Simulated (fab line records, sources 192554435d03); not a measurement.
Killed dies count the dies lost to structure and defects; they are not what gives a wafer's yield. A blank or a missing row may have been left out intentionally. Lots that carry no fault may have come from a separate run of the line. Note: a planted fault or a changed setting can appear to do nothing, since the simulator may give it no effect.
3 desks looking at one fault + flow n5Finfet + only its own numbers are on each desk; what lay behind them is given at the end

THE DEFECT DESK
Inspection counts along the route, by lot: the mean over sampled wafers that carry a number. A lot is out of limits, marked OUT, if its mean lies more than 4 standard deviations from the usual mean; the brackets give that distance.
Columns: A = rawDefectCount at N5_BEOL_M6_INSPECT_30, usual 445
| lot  | first seen here | A   |
|------|-----------------|-----|
| L791 | day 8 09:05     | 513 |
| L799 | day 10 18:52    | 532 |
| L800 | day 11 11:28    | 373 |
| L807 | day 12 09:08    | 442 |
| L811 | day 13 12:47    | 456 |
| L809 | day 13 12:50    | 402 |
This desk's verdict: no lot among the 6 shows anything out of limits.

TOOL OWNER'S DESK, rieDiel-03
The tool's own readings at N5_BEOL_M6_ETCH_66 (etches SOC in N2/H2, target depth 80 nm, overetch 16 nm, time 120 s): means of the sampled wafers that have a number, for each lot that ran on this tool. A lot is out of limits, marked OUT, if its mean lies more than 4 standard deviations from the usual mean; the brackets give that distance. 7 of its 8 readings are shown: the first one out of limits and those lying furthest out on some lot.
Columns: A = biasW at N5_BEOL_M6_ETCH_66, usual 150.0 W; B = n2FlowSccm at N5_BEOL_M6_ETCH_66, usual 199.9 sccm; C = oesProductAu at N5_BEOL_M6_ETCH_66, usual 0.59 a.u.; D = rfFwdPowerW at N5_BEOL_M6_ETCH_66, usual 835.7 W; E = rfVppV at N5_BEOL_M6_ETCH_66, usual 524.4 V; F = showerheadPlenumPTorr at N5_BEOL_M6_ETCH_66, usual 2.56 Torr; G = throttleValvePct at N5_BEOL_M6_ETCH_66, usual 17.69 %
| lot  | first seen here | A     | B     | C    | D                | E               | F    | G     |
|------|-----------------|-------|-------|------|------------------|-----------------|------|-------|
| L800 | day 11 11:34    | 149.9 | 200.1 | 0.63 | 836.9            | 525.0           | 2.60 | 17.55 |
| L807 | day 12 09:18    | 149.9 | 200.2 | 0.63 | 1036.2 (+77) OUT | 489.9 (-15) OUT | 2.63 | 17.49 |
| L809 | day 13 13:13    | 150.3 | 199.3 | 0.57 | 1037.5 (+78) OUT | 486.0 (-17) OUT | 2.53 | 17.67 |
This desk's finding: out of limits on L807, L809; first on L807, day 12 09:18 (rfFwdPowerW at N5_BEOL_M6_ETCH_66). L800 stayed within limits.

FROM THE METROLOGY DESK
What the gauges read, lot by lot, whatever tool the lot ran on: means of the sampled wafers that have a number. A lot is out of limits, marked OUT, if its mean lies more than 4 standard deviations from the usual mean; the brackets give that distance.
Columns: A = cdNm at N5_BEOL_M6_CD_MEAS_28, usual 39.96 nm; B = V5_OVL at N5_BEOL_M6_OVL_MEAS_29, usual 0.4 nm
| lot  | first seen here | A     | B   |
|------|-----------------|-------|-----|
| L791 | day 8 09:00     | 39.85 | 1.2 |
| L799 | day 10 18:47    | 39.82 | 0.7 |
| L800 | day 11 11:22    | 40.15 | 0.0 |
| L807 | day 12 09:03    | 40.35 | 0.3 |
| L811 | day 13 12:41    | 40.08 | 0.5 |
| L809 | day 13 12:44    | 40.15 | 0.6 |
This desk's verdict: no lot among the 6 shows anything out of limits.

BROUGHT TOGETHER
The tool owner's desk could have raised an alarm at day 12 09:18, on L807, L809.
No out-of-limits result turned up at the defect desk.
Metrology desk: nothing out of limits seen.
The defect desk has L807, L809 on record, within its limits.
The metrology desk has L807, L809 on record, within its limits.
Of the lots named, all ran N5_BEOL_M6_ETCH_66 on rieDiel-03.

WHAT THE SIMULATOR HAD PUT IN
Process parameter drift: rieDiel-03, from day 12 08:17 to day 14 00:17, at N5_BEOL_M6_ETCH_66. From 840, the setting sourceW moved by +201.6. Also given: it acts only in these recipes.
Struck lots among those shown: L807, L809.
Delay in hours, fault start to first out-of-limits reading, by desk: the tool owner's desk at 1.
